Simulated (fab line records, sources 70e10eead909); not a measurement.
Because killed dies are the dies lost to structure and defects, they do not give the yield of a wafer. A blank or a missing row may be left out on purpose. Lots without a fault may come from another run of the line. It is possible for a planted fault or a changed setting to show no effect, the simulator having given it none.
Matching of chambers	flow nand-harc	NHARC_A_CHANNEL_HOLE_D2_DESCUM_15 on rie-diel-05 has 4 sister chambers
The step chemistry O2, time 3 s. 30 wafers are shown with their chamber, then 12 later ones without.

## WAFERS WITH THEIR CHAMBER
wafer	chamber	showerhead-plenum-p-Torr (Torr)	drypump-motor-current-A (A)	throttle-valve-pct (%)
L075.2	2	1.95	6.2	11.305
L075.3	0	1.79	5.3	11.311
L075.4	3	1.83	6.0	11.315
L076.1	1	1.90	5.6	11.303
L076.2	0	1.79	5.4	11.305
L076.5	1	1.90	5.6	11.297
L077.2	0	1.79	5.3	11.316
L077.4	3	1.82	6.0	11.324
L077.6	0	1.79	5.3	11.302
L078.2	3	1.82	6.0	11.318
L078.3	2	1.94	6.2	11.306
L078.6	0	1.79	5.4	11.309
L079.1	0	1.79	5.4	11.307
L079.2	2	1.94	6.2	11.306
L079.5	2	1.94	6.2	11.302
L080.3	2	1.94	6.2	11.309
L080.5	0	1.79	5.3	11.317
L080.6	3	1.82	6.0	11.303
L085.3	1	1.90	5.6	11.312
L085.5	2	1.94	6.2	11.319
L085.6	3	1.82	6.0	11.324
L086.2	3	1.82	5.9	11.318
L086.3	1	1.90	5.6	11.319
L086.6	1	1.90	5.6	11.312
L087.1	2	1.94	6.2	11.301
L087.5	0	1.79	5.3	11.323
L087.6	1	1.90	5.6	11.320
L089.1	0	1.79	5.4	11.318
L089.3	3	1.82	5.9	11.326
L089.4	2	1.94	6.2	11.312

SIGNATURES, as means of the wafers listed above
reading	chamber 0	chamber 1	chamber 2	chamber 3	scatter within a chamber
showerhead-plenum-p-Torr	1.7900	1.9000	1.9412	1.8214	0.00258
drypump-motor-current-A	5.344	5.600	6.200	5.971	0.0375
throttle-valve-pct	11.31200	11.31050	11.30750	11.31829	0.00732
Rule: for a wafer and a chamber, the distance is found by dividing, reading by reading, the gap between the wafer's reading and the chamber's mean by the reading's scatter, squaring, summing and taking the root. If the next closest chamber is less than 2 further off than the closest, the wafer can't be placed; otherwise it belongs to the closest. How the scatter is found: for the shown wafers, subtract from each reading the mean of its chamber, square and add these, divide the total by (wafers less chambers), then take the root.

## WAFERS WITH NO CHAMBER GIVEN
wafer	showerhead-plenum-p-Torr (Torr)	drypump-motor-current-A (A)	throttle-valve-pct (%)
L090.2	1.79	5.3	11.308
L090.3	1.94	6.2	11.312
L090.6	1.90	5.6	11.295
L091.2	1.94	6.2	11.323
L091.3	1.82	6.0	11.312
L091.6	1.79	5.4	11.303
L092.1	1.82	6.0	11.311
L092.5	1.79	5.4	11.304
L092.6	1.82	6.0	11.304
L097.2	1.94	6.2	11.315
L097.4	1.90	5.6	11.320
L097.5	1.78	5.3	11.313

## THE CHAMBER EACH PASSED THROUGH
wafer	from the rows above	in truth
L090.2	0	0
L090.3	2	2
L090.6	1	1
L091.2	2	2
L091.3	3	3
L091.6	0	0
L092.1	3	3
L092.5	0	0
L092.6	3	3
L097.2	2	2
L097.4	1	1
L097.5	0	0
Placed correctly: 12 of 12. Left unplaced by these rows: 0. Number placed wrongly: 0.
